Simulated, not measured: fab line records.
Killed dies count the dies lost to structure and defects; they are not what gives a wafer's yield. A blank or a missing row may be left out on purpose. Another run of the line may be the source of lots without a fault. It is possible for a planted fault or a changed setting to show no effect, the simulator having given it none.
Which tool is to blame? || flow nand_harc || 24 lots with 72 wafers sampled at 5 steps, on a route of 1302 steps

== WHAT THE GAUGES READ, wafer by wafer ==
NHARC_A_CONTACT_CD_MEAS_08: the cd target is 200 nm.
{"lot": "L074", "measured": "day 22 17:48", "on": "cd_sem-02", "cd_nm (nm)": "199.0 201.0 200.9"}
{"lot": "L075", "measured": "day 22 17:35", "on": "cd_sem-03", "cd_nm (nm)": "200.8 200.4 200.4"}
{"lot": "L077", "measured": "day 23 08:50", "on": "cd_sem-03", "cd_nm (nm)": "199.9 199.6 200.4"}
{"lot": "L076", "measured": "day 23 10:41", "on": "cd_sem-01", "cd_nm (nm)": "200.8 199.1 200.0"}
{"lot": "L078", "measured": "day 23 20:05", "on": "cd_sem-01", "cd_nm (nm)": "200.0 199.4 200.4"}
{"lot": "L079", "measured": "day 24 13:00", "on": "cd_sem-01", "cd_nm (nm)": "199.8 199.6 200.6"}
{"lot": "L080", "measured": "day 25 03:17", "on": "cd_sem-01", "cd_nm (nm)": "199.3 199.0 199.3"}
{"lot": "L083", "measured": "day 25 19:47", "on": "cd_sem-02", "cd_nm (nm)": "200.5 200.2 200.9"}
{"lot": "L082", "measured": "day 25 19:35", "on": "cd_sem-01", "cd_nm (nm)": "200.3 200.3 201.0"}
{"lot": "L081", "measured": "day 25 21:38", "on": "cd_sem-02", "cd_nm (nm)": "199.8 200.4 200.4"}
{"lot": "L084", "measured": "day 26 02:05", "on": "cd_sem-02", "cd_nm (nm)": "199.9 199.2 199.3"}
{"lot": "L086", "measured": "day 26 20:26", "on": "cd_sem-01", "cd_nm (nm)": "199.7 199.9 200.0"}
{"lot": "L085", "measured": "day 27 00:09", "on": "cd_sem-03", "cd_nm (nm)": "200.4 199.6 199.5"}
{"lot": "L087", "measured": "day 27 09:40", "on": "cd_sem-01", "cd_nm (nm)": "201.0 200.2 200.1"}
{"lot": "L089", "measured": "day 28 00:34", "on": "cd_sem-03", "cd_nm (nm)": "199.7 200.9 199.6"}
{"lot": "L088", "measured": "day 28 07:54", "on": "cd_sem-03", "cd_nm (nm)": "200.4 199.4 200.0"}
{"lot": "L090", "measured": "day 29 03:52", "on": "cd_sem-03", "cd_nm (nm)": "200.2 200.1 199.9"}
{"lot": "L091", "measured": "day 29 02:41", "on": "cd_sem-03", "cd_nm (nm)": "199.7 199.8 199.3"}
{"lot": "L092", "measured": "day 29 15:25", "on": "cd_sem-03", "cd_nm (nm)": "199.2 200.1 200.4"}
{"lot": "L093", "measured": "day 30 04:46", "on": "cd_sem-01", "cd_nm (nm)": "199.3 200.4 200.0"}
{"lot": "L094", "measured": "day 30 07:11", "on": "cd_sem-03", "cd_nm (nm)": "200.2 200.4 200.6"}
{"lot": "L095", "measured": "day 31 03:04", "on": "cd_sem-03", "cd_nm (nm)": "199.3 200.6 199.8"}
{"lot": "L096", "measured": "day 31 10:23", "on": "cd_sem-02", "cd_nm (nm)": "200.2 199.1 199.7"}
{"lot": "L097", "measured": "day 32 09:32", "on": "cd_sem-01", "cd_nm (nm)": "199.7 199.0 199.3"}

== WHAT TOOL EACH LOT RAN ON (gives the tool, then ch and the chambers of the sampled wafers, and finally the start) ==
{"lot": "L074", "NHARC_A_CONTACT_ETCH_77": "rie_diel-05 ch 1,3, day 22 11:43 or earlier", "NHARC_A_CONTACT_ETCH_125": "har_cap_etch-01 ch 1, day 22 11:43", "NHARC_A_CONTACT_ETCH_129": "har_cap_etch-01 ch 1, day 22 12:25", "NHARC_A_CONTACT_ETCH_133": "har_cap_etch-01 ch 1, day 22 13:08"}
{"lot": "L075", "NHARC_A_CONTACT_ETCH_77": "rie_diel-04 ch 1,2, day 22 11:41 or earlier", "NHARC_A_CONTACT_ETCH_125": "har_cap_etch-03 ch 0,1, day 22 11:41", "NHARC_A_CONTACT_ETCH_129": "har_cap_etch-03 ch 0,1, day 22 12:23", "NHARC_A_CONTACT_ETCH_133": "har_cap_etch-03 ch 0,1, day 22 13:05"}
{"lot": "L077", "NHARC_A_CONTACT_ETCH_77": "rie_diel-05 ch 0,1,2, day 23 02:42 or earlier", "NHARC_A_CONTACT_ETCH_125": "har_cap_etch-02 ch 0,1, day 23 02:42", "NHARC_A_CONTACT_ETCH_129": "har_cap_etch-02 ch 0,1, day 23 03:24", "NHARC_A_CONTACT_ETCH_133": "har_cap_etch-02 ch 0,1, day 23 04:07"}
{"lot": "L076", "NHARC_A_CONTACT_ETCH_77": "rie_diel-13 ch 0,1,2, day 23 03:00 or earlier", "NHARC_A_CONTACT_ETCH_125": "har_cap_etch-01 ch 0,1, day 23 03:00", "NHARC_A_CONTACT_ETCH_129": "har_cap_etch-01 ch 0,1, day 23 03:43", "NHARC_A_CONTACT_ETCH_133": "har_cap_etch-01 ch 0,1, day 23 04:25"}
{"lot": "L078", "NHARC_A_CONTACT_ETCH_77": "rie_diel-05 ch 2,3, day 23 14:23 or earlier", "NHARC_A_CONTACT_ETCH_125": "har_cap_etch-03 ch 0,1, day 23 14:23", "NHARC_A_CONTACT_ETCH_129": "har_cap_etch-03 ch 0,1, day 23 15:05", "NHARC_A_CONTACT_ETCH_133": "har_cap_etch-03 ch 0,1, day 23 15:50"}
{"lot": "L079", "NHARC_A_CONTACT_ETCH_77": "rie_diel-05 ch 2,3, day 24 04:28 or earlier", "NHARC_A_CONTACT_ETCH_125": "har_cap_etch-03 ch 0,1, day 24 04:28", "NHARC_A_CONTACT_ETCH_129": "har_cap_etch-03 ch 0,1, day 24 05:11", "NHARC_A_CONTACT_ETCH_133": "har_cap_etch-03 ch 0,1, day 24 06:01"}
{"lot": "L080", "NHARC_A_CONTACT_ETCH_77": "rie_diel-05 ch 2,3, day 24 20:22 or earlier", "NHARC_A_CONTACT_ETCH_125": "har_cap_etch-03 ch 0,1, day 24 20:22", "NHARC_A_CONTACT_ETCH_129": "har_cap_etch-03 ch 0,1, day 24 21:04", "NHARC_A_CONTACT_ETCH_133": "har_cap_etch-03 ch 0,1, day 24 21:47"}
{"lot": "L083", "NHARC_A_CONTACT_ETCH_77": "rie_diel-04 ch 0,2,3, day 25 12:05 or earlier", "NHARC_A_CONTACT_ETCH_125": "har_cap_etch-02 ch 0,1, day 25 12:05", "NHARC_A_CONTACT_ETCH_129": "har_cap_etch-02 ch 0,1, day 25 13:21", "NHARC_A_CONTACT_ETCH_133": "har_cap_etch-02 ch 0,1, day 25 14:41"}
{"lot": "L082", "NHARC_A_CONTACT_ETCH_77": "rie_diel-13 ch 1,3, day 25 12:54 or earlier", "NHARC_A_CONTACT_ETCH_125": "har_cap_etch-03 ch 1, day 25 12:54", "NHARC_A_CONTACT_ETCH_129": "har_cap_etch-03 ch 1, day 25 13:37", "NHARC_A_CONTACT_ETCH_133": "har_cap_etch-03 ch 1, day 25 14:19"}
{"lot": "L081", "NHARC_A_CONTACT_ETCH_77": "rie_diel-04 ch 2,3, day 25 15:16 or earlier", "NHARC_A_CONTACT_ETCH_125": "har_cap_etch-01 ch 0,1, day 25 15:16", "NHARC_A_CONTACT_ETCH_129": "har_cap_etch-01 ch 0,1, day 25 15:58", "NHARC_A_CONTACT_ETCH_133": "har_cap_etch-01 ch 0,1, day 25 16:43"}
{"lot": "L084", "NHARC_A_CONTACT_ETCH_77": "rie_diel-05 ch 0,1,3, day 25 19:31 or earlier", "NHARC_A_CONTACT_ETCH_125": "har_cap_etch-03 ch 0,1, day 25 19:31", "NHARC_A_CONTACT_ETCH_129": "har_cap_etch-03 ch 0,1, day 25 20:14", "NHARC_A_CONTACT_ETCH_133": "har_cap_etch-03 ch 0,1, day 25 21:01"}
{"lot": "L086", "NHARC_A_CONTACT_ETCH_77": "rie_diel-13 ch 1,2,3, day 26 09:32 or earlier", "NHARC_A_CONTACT_ETCH_125": "har_cap_etch-01 ch 0,1, day 26 09:32", "NHARC_A_CONTACT_ETCH_129": "har_cap_etch-01 ch 0,1, day 26 10:15", "NHARC_A_CONTACT_ETCH_133": "har_cap_etch-01 ch 0,1, day 26 10:57"}
{"lot": "L085", "NHARC_A_CONTACT_ETCH_77": "rie_diel-05 ch 0,1, day 26 14:29 or earlier", "NHARC_A_CONTACT_ETCH_125": "har_cap_etch-03 ch 0,1, day 26 14:29", "NHARC_A_CONTACT_ETCH_129": "har_cap_etch-03 ch 0,1, day 26 15:11", "NHARC_A_CONTACT_ETCH_133": "har_cap_etch-03 ch 0,1, day 26 15:56"}
{"lot": "L087", "NHARC_A_CONTACT_ETCH_77": "rie_diel-04 ch 1,2,3, day 27 03:45 or earlier", "NHARC_A_CONTACT_ETCH_125": "har_cap_etch-02 ch 0,1, day 27 03:45", "NHARC_A_CONTACT_ETCH_129": "har_cap_etch-02 ch 0,1, day 27 04:28", "NHARC_A_CONTACT_ETCH_133": "har_cap_etch-02 ch 0,1, day 27 05:12"}
{"lot": "L089", "NHARC_A_CONTACT_ETCH_77": "rie_diel-05 ch 0,3, day 27 18:11 or earlier", "NHARC_A_CONTACT_ETCH_125": "har_cap_etch-01 ch 0,1, day 27 18:11", "NHARC_A_CONTACT_ETCH_129": "har_cap_etch-01 ch 0,1, day 27 19:08", "NHARC_A_CONTACT_ETCH_133": "har_cap_etch-01 ch 0,1, day 27 20:11"}
{"lot": "L088", "NHARC_A_CONTACT_ETCH_77": "rie_diel-05 ch 2,3, day 28 00:01 or earlier", "NHARC_A_CONTACT_ETCH_125": "har_cap_etch-03 ch 0,1, day 28 00:01", "NHARC_A_CONTACT_ETCH_129": "har_cap_etch-03 ch 0,1, day 28 00:43", "NHARC_A_CONTACT_ETCH_133": "har_cap_etch-03 ch 0,1, day 28 01:33"}
{"lot": "L090", "NHARC_A_CONTACT_ETCH_77": "rie_diel-04 ch 0,1,2, day 28 20:32 or earlier", "NHARC_A_CONTACT_ETCH_125": "har_cap_etch-01 ch 0,1, day 28 20:32", "NHARC_A_CONTACT_ETCH_129": "har_cap_etch-01 ch 0,1, day 28 21:15", "NHARC_A_CONTACT_ETCH_133": "har_cap_etch-01 ch 0,1, day 28 21:56"}
{"lot": "L091", "NHARC_A_CONTACT_ETCH_77": "rie_diel-13 ch 0,1, day 28 20:34 or earlier", "NHARC_A_CONTACT_ETCH_125": "har_cap_etch-02 ch 0,1, day 28 20:34", "NHARC_A_CONTACT_ETCH_129": "har_cap_etch-02 ch 0,1, day 28 21:16", "NHARC_A_CONTACT_ETCH_133": "har_cap_etch-02 ch 0,1, day 28 22:04"}
{"lot": "L092", "NHARC_A_CONTACT_ETCH_77": "rie_diel-05 ch 0,2,3, day 29 09:16 or earlier", "NHARC_A_CONTACT_ETCH_125": "har_cap_etch-03 ch 0,1, day 29 09:16", "NHARC_A_CONTACT_ETCH_129": "har_cap_etch-03 ch 0,1, day 29 09:58", "NHARC_A_CONTACT_ETCH_133": "har_cap_etch-03 ch 0,1, day 29 10:46"}
{"lot": "L093", "NHARC_A_CONTACT_ETCH_77": "rie_diel-05 ch 0,1,2, day 29 22:55 or earlier", "NHARC_A_CONTACT_ETCH_125": "har_cap_etch-02 ch 0,1, day 29 22:55", "NHARC_A_CONTACT_ETCH_129": "har_cap_etch-02 ch 0,1, day 29 23:37", "NHARC_A_CONTACT_ETCH_133": "har_cap_etch-02 ch 0,1, day 30 00:19"}
{"lot": "L094", "NHARC_A_CONTACT_ETCH_77": "rie_diel-13 ch 2,3, day 30 00:17 or earlier", "NHARC_A_CONTACT_ETCH_125": "har_cap_etch-01 ch 0,1, day 30 00:17", "NHARC_A_CONTACT_ETCH_129": "har_cap_etch-01 ch 0,1, day 30 00:59", "NHARC_A_CONTACT_ETCH_133": "har_cap_etch-01 ch 0,1, day 30 01:44"}
{"lot": "L095", "NHARC_A_CONTACT_ETCH_77": "rie_diel-13 ch 0,1, day 30 21:12 or earlier", "NHARC_A_CONTACT_ETCH_125": "har_cap_etch-02 ch 0,1, day 30 21:12", "NHARC_A_CONTACT_ETCH_129": "har_cap_etch-02 ch 0,1, day 30 21:54", "NHARC_A_CONTACT_ETCH_133": "har_cap_etch-02 ch 0,1, day 30 22:36"}
{"lot": "L096", "NHARC_A_CONTACT_ETCH_77": "rie_diel-05 ch 0,2,3, day 31 03:27 or earlier", "NHARC_A_CONTACT_ETCH_125": "har_cap_etch-01 ch 0,1, day 31 03:27", "NHARC_A_CONTACT_ETCH_129": "har_cap_etch-01 ch 0,1, day 31 04:09", "NHARC_A_CONTACT_ETCH_133": "har_cap_etch-01 ch 0,1, day 31 04:52"}
{"lot": "L097", "NHARC_A_CONTACT_ETCH_77": "rie_diel-04 ch 1,2,3, day 32 01:36 or earlier", "NHARC_A_CONTACT_ETCH_125": "har_cap_etch-02 ch 0,1, day 32 01:36", "NHARC_A_CONTACT_ETCH_129": "har_cap_etch-02 ch 0,1, day 32 02:19", "NHARC_A_CONTACT_ETCH_133": "har_cap_etch-02 ch 0,1, day 32 03:01"}
- NHARC_A_CONTACT_ETCH_77: etches the open film in CF4/CHF3, target depth 108.9 nm, time 54.5 s.
- NHARC_A_CONTACT_ETCH_125: etches the open film in C4F8/O2/Ar, time 197 s, target depth 1918 nm.
- NHARC_A_CONTACT_ETCH_129: etches the open film in C4F8/O2/Ar, time 197 s, target depth 1918 nm.
- NHARC_A_CONTACT_ETCH_133: etches the open film in C4F8/O2/Ar, time 374 s, target depth 1610 nm.

== WHAT THE TOOLS THEMSELVES READ (means of the sampled wafers that have a number; where no wafer has one, the mark that the record gives instead) ==
NHARC_A_CONTACT_ETCH_77.
{"lot": "L074", "tool": "rie_diel-05", "chamber_pressure_mTorr (mTorr)": 25.007, "drypump_motor_current_A (A)": 5.9, "oes_product_au (a.u.)": 0.929, "rf_vpp_V (V)": 373, "showerhead_plenum_p_Torr (Torr)": 1.65, "throttle_valve_pct (%)": 16.802}
{"lot": "L075", "tool": "rie_diel-04", "chamber_pressure_mTorr (mTorr)": 25.005, "drypump_motor_current_A (A)": 5.5, "oes_product_au (a.u.)": 0.922, "rf_vpp_V (V)": 369, "showerhead_plenum_p_Torr (Torr)": 1.49, "throttle_valve_pct (%)": 16.807}
{"lot": "L077", "tool": "rie_diel-05", "chamber_pressure_mTorr (mTorr)": 24.992, "drypump_motor_current_A (A)": 5.8, "oes_product_au (a.u.)": 0.919, "rf_vpp_V (V)": 372, "showerhead_plenum_p_Torr (Torr)": 1.62, "throttle_valve_pct (%)": 16.800}
{"lot": "L076", "tool": "rie_diel-13", "chamber_pressure_mTorr (mTorr)": 25.007, "drypump_motor_current_A (A)": 5.5, "oes_product_au (a.u.)": 0.955, "rf_vpp_V (V)": 370, "showerhead_plenum_p_Torr (Torr)": 1.55, "throttle_valve_pct (%)": 16.801}
{"lot": "L078", "tool": "rie_diel-05", "chamber_pressure_mTorr (mTorr)": 25.014, "drypump_motor_current_A (A)": 5.3, "oes_product_au (a.u.)": 0.948, "rf_vpp_V (V)": 368, "showerhead_plenum_p_Torr (Torr)": 1.52, "throttle_valve_pct (%)": 16.810}
{"lot": "L079", "tool": "rie_diel-05", "chamber_pressure_mTorr (mTorr)": 25.003, "drypump_motor_current_A (A)": 5.3, "oes_product_au (a.u.)": 0.974, "rf_vpp_V (V)": 369, "showerhead_plenum_p_Torr (Torr)": 1.52, "throttle_valve_pct (%)": 16.806}
{"lot": "L080", "tool": "rie_diel-05", "chamber_pressure_mTorr (mTorr)": 24.983, "drypump_motor_current_A (A)": 5.3, "oes_product_au (a.u.)": 0.932, "rf_vpp_V (V)": 367, "showerhead_plenum_p_Torr (Torr)": 1.52, "throttle_valve_pct (%)": 16.801}
{"lot": "L083", "tool": "rie_diel-04", "chamber_pressure_mTorr (mTorr)": 24.976, "drypump_motor_current_A (A)": 5.8, "oes_product_au (a.u.)": 0.959, "rf_vpp_V (V)": 372, "showerhead_plenum_p_Torr (Torr)": 1.61, "throttle_valve_pct (%)": 16.800}
{"lot": "L082", "tool": "rie_diel-13", "chamber_pressure_mTorr (mTorr)": 24.990, "drypump_motor_current_A (A)": 5.4, "oes_product_au (a.u.)": 0.953, "rf_vpp_V (V)": 371, "showerhead_plenum_p_Torr (Torr)": 1.59, "throttle_valve_pct (%)": 16.807}
{"lot": "L081", "tool": "rie_diel-04", "chamber_pressure_mTorr (mTorr)": 25.026, "drypump_motor_current_A (A)": 5.8, "oes_product_au (a.u.)": 0.948, "rf_vpp_V (V)": 372, "showerhead_plenum_p_Torr (Torr)": 1.63, "throttle_valve_pct (%)": 16.799}
{"lot": "L084", "tool": "rie_diel-05", "chamber_pressure_mTorr (mTorr)": 25.011, "drypump_motor_current_A (A)": 5.9, "oes_product_au (a.u.)": 0.965, "rf_vpp_V (V)": 372, "showerhead_plenum_p_Torr (Torr)": 1.64, "throttle_valve_pct (%)": 16.807}
{"lot": "L086", "tool": "rie_diel-13", "chamber_pressure_mTorr (mTorr)": 24.974, "drypump_motor_current_A (A)": 5.4, "oes_product_au (a.u.)": 0.923, "rf_vpp_V (V)": 370, "showerhead_plenum_p_Torr (Torr)": 1.58, "throttle_valve_pct (%)": 16.806}
{"lot": "L085", "tool": "rie_diel-05", "chamber_pressure_mTorr (mTorr)": 24.983, "drypump_motor_current_A (A)": 6.1, "oes_product_au (a.u.)": 0.934, "rf_vpp_V (V)": 374, "showerhead_plenum_p_Torr (Torr)": 1.69, "throttle_valve_pct (%)": 16.800}
{"lot": "L087", "tool": "rie_diel-04", "chamber_pressure_mTorr (mTorr)": 24.990, "drypump_motor_current_A (A)": 5.7, "oes_product_au (a.u.)": 0.909, "rf_vpp_V (V)": 372, "showerhead_plenum_p_Torr (Torr)": 1.57, "throttle_valve_pct (%)": 16.807}
{"lot": "L089", "tool": "rie_diel-05", "chamber_pressure_mTorr (mTorr)": 24.998, "drypump_motor_current_A (A)": 5.8, "oes_product_au (a.u.)": 0.920, "rf_vpp_V (V)": 372, "showerhead_plenum_p_Torr (Torr)": 1.64, "throttle_valve_pct (%)": 16.793}
{"lot": "L088", "tool": "rie_diel-05", "chamber_pressure_mTorr (mTorr)": 24.994, "drypump_motor_current_A (A)": 5.2, "oes_product_au (a.u.)": 0.919, "rf_vpp_V (V)": 368, "showerhead_plenum_p_Torr (Torr)": 1.49, "throttle_valve_pct (%)": 16.797}
{"lot": "L090", "tool": "rie_diel-04", "chamber_pressure_mTorr (mTorr)": 24.995, "drypump_motor_current_A (A)": 5.6, "oes_product_au (a.u.)": 0.925, "rf_vpp_V (V)": 372, "showerhead_plenum_p_Torr (Torr)": 1.62, "throttle_valve_pct (%)": 16.808}
{"lot": "L091", "tool": "rie_diel-13", "chamber_pressure_mTorr (mTorr)": 25.017, "drypump_motor_current_A (A)": 5.7, "oes_product_au (a.u.)": 0.922, "rf_vpp_V (V)": 368, "showerhead_plenum_p_Torr (Torr)": 1.49, "throttle_valve_pct (%)": 16.801}
{"lot": "L092", "tool": "rie_diel-05", "chamber_pressure_mTorr (mTorr)": 24.998, "drypump_motor_current_A (A)": 5.5, "oes_product_au (a.u.)": 0.950, "rf_vpp_V (V)": 370, "showerhead_plenum_p_Torr (Torr)": 1.56, "throttle_valve_pct (%)": 16.796}
{"lot": "L093", "tool": "rie_diel-05", "chamber_pressure_mTorr (mTorr)": 25.005, "drypump_motor_current_A (A)": 5.8, "oes_product_au (a.u.)": 0.931, "rf_vpp_V (V)": 372, "showerhead_plenum_p_Torr (Torr)": 1.62, "throttle_valve_pct (%)": 16.807}
{"lot": "L094", "tool": "rie_diel-13", "chamber_pressure_mTorr (mTorr)": 25.022, "drypump_motor_current_A (A)": 5.2, "oes_product_au (a.u.)": 0.942, "rf_vpp_V (V)": 373, "showerhead_plenum_p_Torr (Torr)": 1.62, "throttle_valve_pct (%)": 16.802}
{"lot": "L095", "tool": "rie_diel-13", "chamber_pressure_mTorr (mTorr)": 25.005, "drypump_motor_current_A (A)": 5.7, "oes_product_au (a.u.)": 0.966, "rf_vpp_V (V)": 372, "showerhead_plenum_p_Torr (Torr)": 1.60, "throttle_valve_pct (%)": 16.797}
{"lot": "L096", "tool": "rie_diel-05", "chamber_pressure_mTorr (mTorr)": 25.001, "drypump_motor_current_A (A)": 5.5, "oes_product_au (a.u.)": 0.968, "rf_vpp_V (V)": 370, "showerhead_plenum_p_Torr (Torr)": 1.56, "throttle_valve_pct (%)": 16.799}
{"lot": "L097", "tool": "rie_diel-04", "chamber_pressure_mTorr (mTorr)": 25.016, "drypump_motor_current_A (A)": 5.7, "oes_product_au (a.u.)": 0.953, "rf_vpp_V (V)": 370, "showerhead_plenum_p_Torr (Torr)": 1.56, "throttle_valve_pct (%)": 16.803}

NHARC_A_CONTACT_ETCH_125.
{"lot": "L074", "tool": "har_cap_etch-01", "chamber_pressure_mTorr (mTorr)": 19.996}
{"lot": "L075", "tool": "har_cap_etch-03", "chamber_pressure_mTorr (mTorr)": 20.000}
{"lot": "L077", "tool": "har_cap_etch-02", "chamber_pressure_mTorr (mTorr)": 19.997}
{"lot": "L076", "tool": "har_cap_etch-01", "chamber_pressure_mTorr (mTorr)": 19.993}
{"lot": "L078", "tool": "har_cap_etch-03", "chamber_pressure_mTorr (mTorr)": 19.974}
{"lot": "L079", "tool": "har_cap_etch-03", "chamber_pressure_mTorr (mTorr)": 20.002}
{"lot": "L080", "tool": "har_cap_etch-03", "chamber_pressure_mTorr (mTorr)": 20.003}
{"lot": "L083", "tool": "har_cap_etch-02", "chamber_pressure_mTorr (mTorr)": 20.001}
{"lot": "L082", "tool": "har_cap_etch-03", "chamber_pressure_mTorr (mTorr)": 19.993}
{"lot": "L081", "tool": "har_cap_etch-01", "chamber_pressure_mTorr (mTorr)": 20.009}
{"lot": "L084", "tool": "har_cap_etch-03", "chamber_pressure_mTorr (mTorr)": 20.009}
{"lot": "L086", "tool": "har_cap_etch-01", "chamber_pressure_mTorr (mTorr)": 20.000}
{"lot": "L085", "tool": "har_cap_etch-03", "chamber_pressure_mTorr (mTorr)": 20.013}
{"lot": "L087", "tool": "har_cap_etch-02", "chamber_pressure_mTorr (mTorr)": 19.998}
{"lot": "L089", "tool": "har_cap_etch-01", "chamber_pressure_mTorr (mTorr)": 20.004}
{"lot": "L088", "tool": "har_cap_etch-03", "chamber_pressure_mTorr (mTorr)": 19.980}
{"lot": "L090", "tool": "har_cap_etch-01", "chamber_pressure_mTorr (mTorr)": 20.013}
{"lot": "L091", "tool": "har_cap_etch-02", "chamber_pressure_mTorr (mTorr)": 19.992}
{"lot": "L092", "tool": "har_cap_etch-03", "chamber_pressure_mTorr (mTorr)": 19.988}
{"lot": "L093", "tool": "har_cap_etch-02", "chamber_pressure_mTorr (mTorr)": 19.997}
{"lot": "L094", "tool": "har_cap_etch-01", "chamber_pressure_mTorr (mTorr)": 19.995}
{"lot": "L095", "tool": "har_cap_etch-02", "chamber_pressure_mTorr (mTorr)": 19.997}
{"lot": "L096", "tool": "har_cap_etch-01", "chamber_pressure_mTorr (mTorr)": 19.991}
{"lot": "L097", "tool": "har_cap_etch-02", "chamber_pressure_mTorr (mTorr)": 20.001}

NHARC_A_CONTACT_ETCH_129.
{"lot": "L074", "tool": "har_cap_etch-01", "chamber_pressure_mTorr (mTorr)": 20.001}
{"lot": "L075", "tool": "har_cap_etch-03", "chamber_pressure_mTorr (mTorr)": 20.008}
{"lot": "L077", "tool": "har_cap_etch-02", "chamber_pressure_mTorr (mTorr)": 20.000}
{"lot": "L076", "tool": "har_cap_etch-01", "chamber_pressure_mTorr (mTorr)": 19.998}
{"lot": "L078", "tool": "har_cap_etch-03", "chamber_pressure_mTorr (mTorr)": 20.000}
{"lot": "L079", "tool": "har_cap_etch-03", "chamber_pressure_mTorr (mTorr)": 20.012}
{"lot": "L080", "tool": "har_cap_etch-03", "chamber_pressure_mTorr (mTorr)": 20.014}
{"lot": "L083", "tool": "har_cap_etch-02", "chamber_pressure_mTorr (mTorr)": 19.991}
{"lot": "L082", "tool": "har_cap_etch-03", "chamber_pressure_mTorr (mTorr)": 19.996}
{"lot": "L081", "tool": "har_cap_etch-01", "chamber_pressure_mTorr (mTorr)": 19.978}
{"lot": "L084", "tool": "har_cap_etch-03", "chamber_pressure_mTorr (mTorr)": 20.001}
{"lot": "L086", "tool": "har_cap_etch-01", "chamber_pressure_mTorr (mTorr)": 19.999}
{"lot": "L085", "tool": "har_cap_etch-03", "chamber_pressure_mTorr (mTorr)": 20.014}
{"lot": "L087", "tool": "har_cap_etch-02", "chamber_pressure_mTorr (mTorr)": 20.011}
{"lot": "L089", "tool": "har_cap_etch-01", "chamber_pressure_mTorr (mTorr)": 20.006}
{"lot": "L088", "tool": "har_cap_etch-03", "chamber_pressure_mTorr (mTorr)": 20.018}
{"lot": "L090", "tool": "har_cap_etch-01", "chamber_pressure_mTorr (mTorr)": 20.006}
{"lot": "L091", "tool": "har_cap_etch-02", "chamber_pressure_mTorr (mTorr)": 20.010}
{"lot": "L092", "tool": "har_cap_etch-03", "chamber_pressure_mTorr (mTorr)": 19.984}
{"lot": "L093", "tool": "har_cap_etch-02", "chamber_pressure_mTorr (mTorr)": 20.007}
{"lot": "L094", "tool": "har_cap_etch-01", "chamber_pressure_mTorr (mTorr)": 20.018}
{"lot": "L095", "tool": "har_cap_etch-02", "chamber_pressure_mTorr (mTorr)": 19.995}
{"lot": "L096", "tool": "har_cap_etch-01", "chamber_pressure_mTorr (mTorr)": 19.989}
{"lot": "L097", "tool": "har_cap_etch-02", "chamber_pressure_mTorr (mTorr)": 20.033}

NHARC_A_CONTACT_ETCH_133.
{"lot": "L074", "tool": "har_cap_etch-01", "chamber_pressure_mTorr (mTorr)": 20.011}
{"lot": "L075", "tool": "har_cap_etch-03", "chamber_pressure_mTorr (mTorr)": 20.008}
{"lot": "L077", "tool": "har_cap_etch-02", "chamber_pressure_mTorr (mTorr)": 19.999}
{"lot": "L076", "tool": "har_cap_etch-01", "chamber_pressure_mTorr (mTorr)": 19.988}
{"lot": "L078", "tool": "har_cap_etch-03", "chamber_pressure_mTorr (mTorr)": 19.992}
{"lot": "L079", "tool": "har_cap_etch-03", "chamber_pressure_mTorr (mTorr)": 20.003}
{"lot": "L080", "tool": "har_cap_etch-03", "chamber_pressure_mTorr (mTorr)": 20.024}
{"lot": "L083", "tool": "har_cap_etch-02", "chamber_pressure_mTorr (mTorr)": 19.988}
{"lot": "L082", "tool": "har_cap_etch-03", "chamber_pressure_mTorr (mTorr)": 19.993}
{"lot": "L081", "tool": "har_cap_etch-01", "chamber_pressure_mTorr (mTorr)": 19.995}
{"lot": "L084", "tool": "har_cap_etch-03", "chamber_pressure_mTorr (mTorr)": 19.997}
{"lot": "L086", "tool": "har_cap_etch-01", "chamber_pressure_mTorr (mTorr)": 19.996}
{"lot": "L085", "tool": "har_cap_etch-03", "chamber_pressure_mTorr (mTorr)": 20.008}
{"lot": "L087", "tool": "har_cap_etch-02", "chamber_pressure_mTorr (mTorr)": 19.993}
{"lot": "L089", "tool": "har_cap_etch-01", "chamber_pressure_mTorr (mTorr)": 20.005}
{"lot": "L088", "tool": "har_cap_etch-03", "chamber_pressure_mTorr (mTorr)": 19.989}
{"lot": "L090", "tool": "har_cap_etch-01", "chamber_pressure_mTorr (mTorr)": 20.007}
{"lot": "L091", "tool": "har_cap_etch-02", "chamber_pressure_mTorr (mTorr)": 20.005}
{"lot": "L092", "tool": "har_cap_etch-03", "chamber_pressure_mTorr (mTorr)": 20.002}
{"lot": "L093", "tool": "har_cap_etch-02", "chamber_pressure_mTorr (mTorr)": 20.015}
{"lot": "L094", "tool": "har_cap_etch-01", "chamber_pressure_mTorr (mTorr)": 19.994}
{"lot": "L095", "tool": "har_cap_etch-02", "chamber_pressure_mTorr (mTorr)": 19.997}
{"lot": "L096", "tool": "har_cap_etch-01", "chamber_pressure_mTorr (mTorr)": 20.016}
{"lot": "L097", "tool": "har_cap_etch-02", "chamber_pressure_mTorr (mTorr)": 20.013}

== THE ANSWER, worked out from the rows above alone ==
Rule: what is usual is taken from the lots themselves. The widest of any qualifying gaps counts: lots, ordered by their means at a reading, are off when they make up no more than a third of the lots, leave a main group of 4 or more, and stand apart from it by 3 or more times the standard deviation of that group's means. A main group is skipped when, at the precision printed for the reading in the tables above, its means are all equal. Also off: a lot with no number at a reading for which 4 or more lots have one. Any other lot the step has rows for is counted as sound. First the gauges in route order, then the tools' own readings, where a lot's mean is used as printed above. At the first step where some lot is off, the reading lying furthest off is the one used; lots without a number count as furthest.
No lot is off on any of the readings shown, so nothing can be concluded from this.

== WHAT THE SIMULATOR HAD PUT IN ==
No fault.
